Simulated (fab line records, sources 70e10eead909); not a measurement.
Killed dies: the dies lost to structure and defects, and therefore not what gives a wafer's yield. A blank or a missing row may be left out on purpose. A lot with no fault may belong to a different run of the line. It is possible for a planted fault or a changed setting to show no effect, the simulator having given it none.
Chamber matching || flow nand-harc || NHARC_A_STAIRCASE_DEP_151 on pecvd-03: 3 sister chambers
The step deposits SiO2, target thk 7200 nm. 3 wafers are shown with their chamber, then 12 later ones without.

WAFERS, EACH WITH ITS CHAMBER
{"wafer": "L083.4", "chamber": 2, "heater-power-w (W)": 746}
{"wafer": "L086.2", "chamber": 1, "heater-power-w (W)": 629}
{"wafer": "L086.4", "chamber": 0, "heater-power-w (W)": 483}

WAFERS WITH NO CHAMBER GIVEN
{"wafer": "L090.3", "heater-power-w (W)": 694}
{"wafer": "L090.4", "heater-power-w (W)": 481}
{"wafer": "L090.6", "heater-power-w (W)": 581}
{"wafer": "L093.4", "heater-power-w (W)": 730}
{"wafer": "L093.5", "heater-power-w (W)": 584}
{"wafer": "L093.6", "heater-power-w (W)": 505}
{"wafer": "L095.1", "heater-power-w (W)": 768}
{"wafer": "L095.4", "heater-power-w (W)": 598}
{"wafer": "L095.6", "heater-power-w (W)": 491}
{"wafer": "L096.2", "heater-power-w (W)": 589}
{"wafer": "L096.5", "heater-power-w (W)": 497}
{"wafer": "L096.6", "heater-power-w (W)": 742}

THE CHAMBER EACH PASSED THROUGH
{"wafer": "L090.3", "from the rows above": "can't be placed: 2 or 1", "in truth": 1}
{"wafer": "L090.4", "from the rows above": 0, "in truth": 0}
{"wafer": "L090.6", "from the rows above": "can't be placed: 1 or 0", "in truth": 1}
{"wafer": "L093.4", "from the rows above": 2, "in truth": 2}
{"wafer": "L093.5", "from the rows above": "can't be placed: 1 or 0", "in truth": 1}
{"wafer": "L093.6", "from the rows above": 0, "in truth": 0}
{"wafer": "L095.1", "from the rows above": 2, "in truth": 2}
{"wafer": "L095.4", "from the rows above": 1, "in truth": 1}
{"wafer": "L095.6", "from the rows above": 0, "in truth": 0}
{"wafer": "L096.2", "from the rows above": 1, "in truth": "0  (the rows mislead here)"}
{"wafer": "L096.5", "from the rows above": 0, "in truth": 0}
{"wafer": "L096.6", "from the rows above": 2, "in truth": 2}
Placed correctly: 8 of 12. Not placeable from these rows: 3 (in 3, the candidates include the true chamber). Wrongly placed: 1.
How it was worked out, from the rows above alone: a wafer's distance from a chamber is the root of the sum, over the readings, of the square of ((its reading less the chamber's mean) divided by the reading's scatter). The wafer belongs to the nearest chamber; if the next one is less than 2 further off, it can't be placed. A chamber's mean is the mean of its shown wafers. The scatter: root of mean squared gap, hidden wafer to nearest shown wafer, with one shown wafer a chamber.
